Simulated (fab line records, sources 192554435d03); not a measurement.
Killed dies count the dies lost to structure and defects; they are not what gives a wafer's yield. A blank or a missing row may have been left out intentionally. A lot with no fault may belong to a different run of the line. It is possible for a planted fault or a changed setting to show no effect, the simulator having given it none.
fab line records	flow n5-finfet
record: lots: 5	wafers: 15	last-day: 15
route steps=1938 shown BEOL_M0@719 BEOL_M4@1111
lots that met no fault: from a run of the same line without faults
start-h: start of the lot's first displayed wafer, in hours after the record's first day	wait-h: how many hours have passed since the lot's step before this one	" unchanged from the row above	L1.1+2: a row that stands for several wafers	- no value present, or no start provided	* or withheld: withheld	< > ~ a bound
route shown NAME@n: NAME is a module with steps in the file, n the number in the route of the first one	usual: mean/standard deviation of fault-free wafers	same: alike in all rows	chamber/n: place in a boat	sites: per-site readings	_std_site: standard deviation of those values	_edge_site: the outer-site mean with the inner-site mean subtracted	radius-mm: for every site, how far away it sits from the centre of the wafer	mask NAME#n: copy n	behind: the tool/chamber that last shaped the wafer	hold: the reason the lot was held/the length of the hold in hours/how it ended	device: the transistor (n, p or np) that didn't switch	end of line: tests run on the same wafers once the route is complete	a step given without rows: its recipe and nothing more	killed: count of dies lost to structure and defects at first sort (not the wafer's yield)	map: the dies of a wafer, with x for killed, . for not killed, _ for no die there
set.NAME: the setting that was run; set.NAME@STEP: the one run at that earlier step	model.NAME: the simulator's own value behind a step, which no gauge read
certain route steps with their lots: each step a table, each wafer a row
services: the hour from which a tool's chamber was out of use, counted from the record's first day as start-h (under 0 if before that day), plus the number of hours and why
== steps ==
step: N5_BEOL_M0_WET_ETCH_106
recipe: chemistry: DHF	dilution: 10:1	temp-c: 25	target: SiO2	target-depth-a: 1300	dry: ipa-marangoni	rinse-time-s: 30	rinse-temp-c: 23
step: N5_BEOL_M0_ETCH_128
recipe: chemistry: CF4/N2	target-depth-a: 120	overetch-a: 51	target: SiCN	time-s: 21.4	ion-energy-ev: 150	pressure-mtorr: 40	source-w: 430	bias-w: 70	Ar_flow_sccm: 100	cf4-flow-sccm: 60	n2-flow-sccm: 60
usual: drypump-motor-current-A: 5.7/0.32	oes-product-au: 0.53/0.055	rf-fwd-power-W: 426.1/1.6	rf-vpp-V: 382.3/1.6	showerhead-plenum-p-Torr: 2.21/0.057	throttle-valve-pct: 15.42/0.26
lot.wafer	tool	chamber	start-h	wait-h	drypump-motor-current-A	oes-product-au	rf-fwd-power-W	rf-hours-counter-h	rf-vpp-V	showerhead-plenum-p-Torr	throttle-valve-pct
L121.3	rie-diel-01	2	122.00	0.0	5.7	0.48	426.5	227	381.8	2.17	15.85
L121.4	"	2	"	"	5.7	0.49	426.9	-	381.5	2.17	15.85
L121.6	"	1	"	"	5.8	0.50	427.3	-	382.5	2.20	15.16
L124.1	rie-diel-05	2	131.98	0.2	5.2	0.49	428.1	202	385.2	2.28	15.78
L124.3	"	1	"	"	5.6	0.52	425.1	172	384.4	2.26	15.40
L124.5	"	3	"	"	6.5	0.47	429.0	-	378.8	2.10	15.62
L132.3	rie-diel-03	1	188.59	0.4	5.7	0.57	425.4	64	382.5	2.22	15.18
L132.4	"	2	"	"	5.0	0.51	423.5	183	380.9	2.20	15.35
L132.5	"	1	"	"	5.7	0.58	424.4	-	382.3	2.23	15.22
L133.1	rie-diel-01	0	196.40	0.6	5.9	0.62	427.9	18	380.4	2.17	15.24
L133.4	"	0	"	"	5.9	0.63	428.0	-	382.9	2.17	15.24
L133.5	"	3	"	"	5.6	0.48	426.1	-	382.8	2.19	15.80
L139.1	rie-diel-03	2	224.88	0.5	5.0	0.50	423.8	195	381.6	2.20	15.35
L139.5	"	0	"	"	5.9	0.51	424.4	-	385.2	2.29	15.36
L139.6	"	1	"	"	5.7	0.56	424.0	-	381.7	2.22	15.24
step: N5_BEOL_M0_TRENCH_ETCH_107
recipe: chemistry: C4F6/O2	target-depth-a: 328	target: SiOC	time-s: 16.4	ion-energy-ev: 250	pressure-mtorr: 30	source-w: 355	bias-w: 185	Ar_flow_sccm: 300	C4F6_flow_sccm: 10	O2_flow_sccm: 10
usual: drypump-motor-current-A: 5.7/0.32	oes-product-au: 0.77/0.085	rf-fwd-power-W: 349.1/1.8	rf-vpp-V: 667/15	showerhead-plenum-p-Torr: 2.85/0.075	throttle-valve-pct: 20.81/0.29
lot.wafer	tool	chamber	start-h	wait-h	drypump-motor-current-A	oes-product-au	rf-fwd-power-W	rf-hours-counter-h	rf-vpp-V	showerhead-plenum-p-Torr	throttle-valve-pct
L121.3	rie-diel-01	2	122.04	0.0	5.7	0.71	352.4	227	654	2.79	21.22
L121.4	"	2	"	"	5.7	0.71	350.3	-	654	2.79	21.22
L121.6	"	1	"	"	5.8	0.72	350.6	-	673	2.83	20.47
L124.1	rie-diel-05	2	132.02	0.0	5.2	0.72	348.9	202	692	2.94	21.16
L124.3	"	1	"	"	5.6	0.75	348.7	172	694	2.92	20.76
L124.5	"	3	"	"	6.5	0.67	350.4	-	673	2.73	21.12
L132.3	rie-diel-03	1	188.63	0.0	5.7	0.85	348.1	64	675	2.86	20.62
L132.4	"	2	"	"	5.0	0.74	350.1	183	665	2.83	20.71
L132.5	"	1	"	"	5.7	0.85	349.2	-	677	2.86	20.59
L133.1	rie-diel-01	0	196.44	0.0	5.9	0.91	350.2	18	655	2.80	20.75
L133.4	"	0	"	"	5.9	0.91	352.1	-	654	2.80	20.76
L133.5	"	3	"	"	5.6	0.69	348.6	-	650	2.84	21.26
L139.1	rie-diel-03	2	224.92	0.0	5.0	0.72	347.5	195	665	2.83	20.72
L139.5	"	0	"	"	5.9	0.72	348.9	-	677	2.95	20.72
L139.6	"	1	"	"	5.6	0.82	348.5	-	677	2.86	20.64
step: N5_BEOL_M0_STRIP_142
recipe: chemistry: N2/H2	time-s: 10	power-w: 450	temp-c: 40	pressure-mtorr: 20	rf-frequency-hz: 6e+07	bias-power-w: 7	n2-flow-sccm: 200	h2-flow-sccm: 200
step: N5_BEOL_M0_OCD_MEAS_108
usual: trench-depth-nm: 32.6/0.63
lot.wafer	tool	chamber	start-h	wait-h	trench-depth-nm
L121.3	ocd-01	-	122.15	0.1	32.7
L121.4	"	-	"	"	32.9
L121.6	"	-	"	"	32.5
L124.1	ocd-01	-	132.12	0.1	31.8
L124.3	"	-	"	"	32.1
L124.5	"	-	"	"	32.3
L132.3	ocd-02	-	188.74	0.1	33.5
L132.4	"	-	"	"	32.5
L132.5	"	-	"	"	33.3
L133.1	ocd-01	-	196.54	0.1	32.5
L133.4	"	-	"	"	32.7
L133.5	"	-	"	"	31.6
L139.1	ocd-01	-	225.03	0.1	32.1
L139.5	"	-	"	"	31.6
L139.6	"	-	"	"	32.6
step: N5_BEOL_M0_HM_STRIP_129
recipe: chemistry: peroxide-tin-strip	material: TiN	target-depth-a: 170	temp-c: 50	time-s: 108
step: N5_BEOL_M0_SRD_130
recipe: time-s: 30	temp-c: 23	rinse-liquid: diw	dry: ipa-marangoni
step: N5_BEOL_M0_ETCH_109
recipe: chemistry: CH3F/O2	target-depth-a: 80	overetch-a: 24	target: SiCN	time-s: 27.4	ion-energy-ev: 120	pressure-mtorr: 30	source-w: 395	bias-w: 75	Ar_flow_sccm: 150	CH3F_flow_sccm: 30	O2_flow_sccm: 20
usual: drypump-motor-current-A: 5.65/0.3	oes-product-au: 0.66/0.067	rf-fwd-power-W: 392.9/1.3	rf-vpp-V: 297.2/1.4	showerhead-plenum-p-Torr: 1.99/0.05	throttle-valve-pct: 16.31/0.28
lot.wafer	tool	chamber	start-h	wait-h	drypump-motor-current-A	oes-product-au	rf-fwd-power-W	rf-hours-counter-h	rf-vpp-V	showerhead-plenum-p-Torr	throttle-valve-pct
L121.3	rie-diel-05	2	122.25	0.0	5.21	0.63	393.3	199	299.0	2.07	16.64
L121.4	"	1	"	"	5.60	0.66	392.9	169	296.8	2.06	16.30
L121.6	"	3	"	"	6.47	0.59	389.6	-	294.2	1.91	16.55
L124.1	rie-diel-03	2	132.50	0.3	5.01	0.65	395.1	160	296.1	2.00	16.17
L124.3	"	0	"	"	5.89	0.66	393.5	158	299.7	2.09	16.16
L124.5	"	0	"	"	5.88	0.66	394.2	-	298.9	2.09	16.15
L132.3	rie-diel-05	2	189.43	0.6	5.19	0.61	394.7	215	297.9	2.06	16.66
L132.4	"	2	"	"	5.17	0.62	394.6	-	298.6	2.06	16.66
L132.5	"	1	"	"	5.63	0.64	391.2	-	299.1	2.06	16.35
L133.1	rie-diel-05	2	196.66	0.0	5.21	0.61	393.5	220	297.8	2.06	16.67
L133.4	"	2	"	"	5.22	0.61	394.8	-	299.0	2.06	16.67
L133.5	"	1	"	"	5.58	0.64	393.0	-	298.4	2.05	16.35
L139.1	rie-diel-01	2	226.43	1.3	5.73	0.81	393.4	4	296.8	1.95	16.27
L139.5	"	2	"	"	5.72	0.82	392.9	-	296.2	1.95	16.27
L139.6	"	1	"	"	5.77	0.62	393.2	-	297.1	1.98	16.06
step: N5_BEOL_M0_STRIP_139
recipe: chemistry: post-etch-residue-remover	time-s: 60	temp-c: 25	remover-ph: withheld	remover-water-wt-pct: withheld	remover-fluoride-wt-pct: withheld
step: N5_BEOL_M0_SRD_111
recipe: time-s: 30	temp-c: 23	rinse-liquid: diw	dry: ipa-marangoni
step: N5_BEOL_M0_DEGAS_112
recipe: ambient: vacuum	temp-c: 250	time-s: 60
step: N5_BEOL_M0_PRE_CLEAN_113
recipe: gas: H2/He	time-s: 30	temp-c: 250
step: N5_BEOL_M0_ALD_136
recipe: material: TaN	target-thk-a: *	temp-c: 275	ald-precursor-family: PDMAT	ald-co-reactant: NH3	pressure-torr: 3	carrier-flow-sccm: 1500	pulse-time-s: 2	purge-time-s: 3	co-reactant-purge-time-s: 2	co-reactant-pulse-time-s: 3	ald-cycles: 30	precursor-vessel-temp-c: 75	precursor-vessel-pressure-torr: 26.25	precursor-vessel-carrier-sccm: 1000
usual: ald-cycles: 30/0	heater-power-w: 404/35	precursor-vessel-temp-c: 75.03/0.12
lot.wafer	tool	chamber	start-h	wait-h	ald-cycles	heater-power-w	precursor-vessel-temp-c	model.TaN_of_BEOL_M0_ALD_136.thk-nm
L121.3	ald-metal-04	1	123.31	0.3	30	417	74.94	*
L121.4	"	2	"	"	30	416	74.99	*
L121.6	"	3	"	"	30	375	75.02	*
L124.1	ald-metal-02	3	133.51	0.0	30	353	75.23	*
L124.3	"	2	"	"	30	437	74.86	*
L124.5	"	0	"	"	30	371	74.90	*
L132.3	ald-metal-01	3	189.95	0.0	30	463	75.02	*
L132.4	"	0	"	"	30	453	74.96	*
L132.5	"	1	"	"	30	419	75.03	*
L133.1	ald-metal-02	2	197.28	0.1	30	453	75.00	*
L133.4	"	0	"	"	30	387	74.98	*
L133.5	"	3	"	"	47	347	75.12	*
L139.1	ald-metal-04	0	226.99	0.1	30	430	75.27	*
L139.5	"	1	"	"	30	401	74.89	*
L139.6	"	0	"	"	30	416	75.19	*
step: N5_BEOL_M0_SURFACE_TREAT_137
recipe: gas: Ar	time-s: *	ion-energy-ev: *	ion-current-ma-cm2: 0.5	pressure-mtorr: *	ar-flow-sccm: 30
step: N5_BEOL_M0_CVD_115
recipe: material: Co	target-thk-a: *	temp-c: withheld	precursor: CCTBA/H2	pressure-torr: 30	time-s: 120
step: N5_BEOL_M0_SPUTTER_116
recipe: material: Cu	target-thk-a: 40	temp-c: -20	chamber-pressure-pa: 0.07	power-w: withheld	time-s: 7.37
step: N5_BEOL_M0_ANNEAL_117
recipe: temp-c: 400	time-s: 60	ambient: vacuum
usual: heater-power-w: 845/89	susceptor_temp_C_max: 401.0/0.49
lot.wafer	tool	chamber	start-h	wait-h	heater-power-w	susceptor_temp_C_max
L121.3	pvd-sputter-01	-	123.86	0.0	952	401.0
L121.4	"	-	"	"	828	400.6
L121.6	"	-	"	"	670	400.5
L124.1	pvd-sputter-03	-	134.01	0.0	830	401.8
L124.3	"	-	"	"	924	401.3
L124.5	"	-	"	"	893	401.2
L132.3	pvd-sputter-02	-	190.45	0.0	788	400.9
L132.4	"	-	"	"	1001	400.9
L132.5	"	-	"	"	785	401.4
L133.1	pvd-sputter-01	-	198.12	0.0	992	400.9
L133.4	"	-	"	"	890	400.8
L133.5	"	-	"	"	942	401.4
L139.1	pvd-sputter-01	-	227.57	0.0	653	400.6
L139.5	"	-	"	"	833	400.4
L139.6	"	-	"	"	669	400.8
step: N5_BEOL_M0_SPUTTER_132
recipe: material: Cu	target-thk-a: 40	temp-c: -20	chamber-pressure-pa: 0.07	power-w: withheld	time-s: 7.37
step: N5_BEOL_M0_ANNEAL_133
recipe: temp-c: 400	time-s: 60	ambient: vacuum
step: N5_BEOL_M0_SPUTTER_134
recipe: material: Cu	target-thk-a: 40	temp-c: -20	chamber-pressure-pa: 0.07	power-w: withheld	time-s: 7.37
step: N5_BEOL_M0_ANNEAL_135
recipe: temp-c: 400	time-s: 60	ambient: vacuum
step: N5_BEOL_M0_SPUTTER_141
recipe: material: Cu	target-thk-a: 40	temp-c: -20	chamber-pressure-pa: 0.07	power-w: withheld	time-s: 7.37
step: N5_BEOL_M0_ECD_118
recipe: material: Cu	target-thk-a: 3000
step: N5_BEOL_M0_ANNEAL_119
recipe: temp-c: 225	time-s: 90	ambient: N2
usual: wafer_temp_C_max: 226.26/0.3
lot.wafer	tool	chamber	start-h	wait-h	wafer_temp_C_max
L121.3	rtp-anneal-01	0	124.63	0.3	225.94
L121.4	"	0	"	"	226.57
L121.6	"	0	"	"	226.09
L124.1	rtp-anneal-01	0	134.49	0.1	226.66
L124.3	"	0	"	"	226.50
L124.5	"	0	"	"	226.39
L132.3	rtp-anneal-01	0	191.06	0.2	226.35
L132.4	"	0	"	"	226.86
L132.5	"	0	"	"	226.43
L133.1	rtp-anneal-01	0	198.72	0.2	226.24
L133.4	"	0	"	"	227.08
L133.5	"	0	"	"	226.81
L139.1	rtp-anneal-01	0	228.17	0.2	225.88
L139.5	"	0	"	"	226.84
L139.6	"	0	"	"	226.18
step: N5_BEOL_M0_CMP_120
recipe: stop-on: SiOC	t-overpolish-s: 6.9	down-force-psi: 1	platen-rpm: 50	clearing-platen-down-force-psi: 1.5	clearing-platen-rpm: 50	post-cmp-clean: cu-alkaline	clearing-platen-pad-velocity-m-s: 0.99484	pad-velocity-m-s: 0.99484
usual: barrier-field-endpoint-s: 3.65/0.12	motor-current-A: 5.9/0.45
lot.wafer	tool	chamber	start-h	wait-h	barrier-field-endpoint-s	motor-current-A
L121.3	cmp-03	3	124.87	0.2	3.70	5.9
L121.4	"	0	"	"	3.64	5.6
L121.6	"	2	"	"	3.68	5.6
L124.3	cmp-04	3	134.79	0.2	3.84	6.1
L124.1	"	2	"	"	3.52	6.8
L124.5	"	0	"	"	3.70	5.6
L132.4	cmp-02	2	191.34	0.2	3.68	5.9
L132.3	"	3	"	"	3.56	5.7
L132.5	"	1	"	"	3.61	5.6
L133.4	cmp-03	2	199.03	0.1	3.61	5.4
L133.1	"	3	"	"	3.80	5.8
L133.5	"	3	"	"	4.46	5.8
L139.1	cmp-04	3	228.61	0.4	3.70	6.0
L139.5	"	0	"	"	3.82	5.5
L139.6	"	1	"	"	3.69	5.9
step: N5_BEOL_M4_RC_MEAS_101
usual: DIBL_N: 36.9/1.6	DIBL_P: 37.1/2	IOFF_N: 0.17/0.032	IOFF_P: 0.22/0.036	ION_N: 674/12	ION_P: 463/7.8	SS_N: 71.7/0.63	SS_P: 73.5/0.62	VT_N: 249/3.3	VT_P: -250/3.5
lot.wafer	tool	chamber	start-h	wait-h	DIBL_N[mV/V]	DIBL_P[mV/V]	IOFF_N[nA/um]	IOFF_P[nA/um]	ION_N[uA/um]	ION_P[uA/um]	SS_N[mV/dec]	SS_P[mV/dec]	VT_N[mV]	VT_P[mV]
L121.3	prober-01	0	179.99	0.3	37.1	37.8	0.19	0.25	686	468	71.6	73.9	247	-250
L121.4	"	0	"	"	36.9	36.9	0.18	0.22	678	458	72.9	73.6	246	-251
L121.6	"	0	"	"	37.0	37.2	0.17	0.23	679	465	71.6	73.4	248	-250
L124.1	prober-01	0	195.01	0.0	35.5	35.9	0.16	0.23	674	466	71.3	73.1	250	-248
L124.3	"	0	"	"	38.3	39.5	0.23	0.30	686	473	72.6	74.2	245	-241
L124.5	"	0	"	"	37.9	39.1	0.20	0.28	691	474	72.2	73.8	246	-246
L132.3	prober-02	0	240.48	0.3	41.2	39.6	0.22	0.23	674	461	72.6	74.1	248	-253
L132.4	"	0	"	"	38.2	36.8	0.14	0.18	659	447	72.0	74.3	253	-256
L132.5	"	0	"	"	39.8	39.5	0.19	0.23	673	456	72.3	74.1	247	-250
L133.1	prober-01	0	249.56	0.0	33.5	35.4	0.12	0.16	651	442	71.2	72.7	253	-258
L133.4	"	0	"	"	38.0	41.7	0.21	0.25	690	473	72.3	74.5	248	-252
L133.5	"	0	"	"	35.7	36.1	0.14	0.17	660	449	71.8	73.1	256	-256
L139.1	prober-01	0	280.04	0.0	37.0	36.8	0.18	0.27	683	479	71.4	73.8	246	-244
L139.5	"	0	"	"	36.4	36.7	0.18	0.27	687	477	71.7	73.9	246	-245
L139.6	"	0	"	"	38.6	37.2	0.21	0.28	686	472	72.9	74.7	245	-245
== services ==
tool	chamber	start-h	hours	kind
cmp-03	-	101.68	1.2	repair
ald-metal-01	-	115.51	8.7	pm
cmp-04	-	116.29	4.0	pm
rie-diel-03	-	128.92	2.1	repair
cmp-03	-	129.47	6.0	repair
rie-diel-05	2	141.89	14.4	repair
cmp-02	-	143.59	0.5	repair
cmp-04	-	147.14	0.7	repair
pvd-sputter-01	-	149.90	7.8	repair
ald-metal-04	0	151.52	17.6	repair
rie-diel-05	0	157.23	1.9	repair
rie-diel-03	1	159.93	2.5	repair
rie-diel-05	-	161.75	14.6	pm
ald-metal-04	1	163.75	5.6	repair
rie-diel-03	-	170.76	0.3	repair
pvd-sputter-01	-	175.05	0.9	repair
cmp-04	-	175.23	1.2	repair
rie-diel-01	-	179.88	15.6	pm
cmp-03	-	185.86	5.9	repair
ald-metal-04	1	194.18	6.9	repair
rie-diel-01	-	198.29	0.4	repair
cmp-03	-	203.28	1.0	repair
cmp-03	-	208.51	0.7	repair
cmp-03	-	228.00	4.0	pm
== key ==
first-sign: step: N5_BEOL_M0_ALD_136	reading: ald-cycles	direction: up	sigmas: 99+	usual: *	struck: *
effect: step: N5_BEOL_M0_CMP_120	reading: barrier-field-endpoint-s	direction: up	sigmas: 7	usual: 3.65	struck: 4.46
model-effect: step: N5_BEOL_M0_ALD_136	value: TaN_of_BEOL_M0_ALD_136.thk-nm	without: *	struck: *
met-at N5_BEOL_M0_ALD_136
struck-wafers L133.5
onset-between 133.51 197.28
fault: kind: process-parameter-drift	tool: ald-metal-02	chamber: 3	onset-h: 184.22	steps: N5_BEOL_M0_ALD_136	channel: ald-cycles	offset: *	shape: step	end-h: 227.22	acts-in: *	stated: *
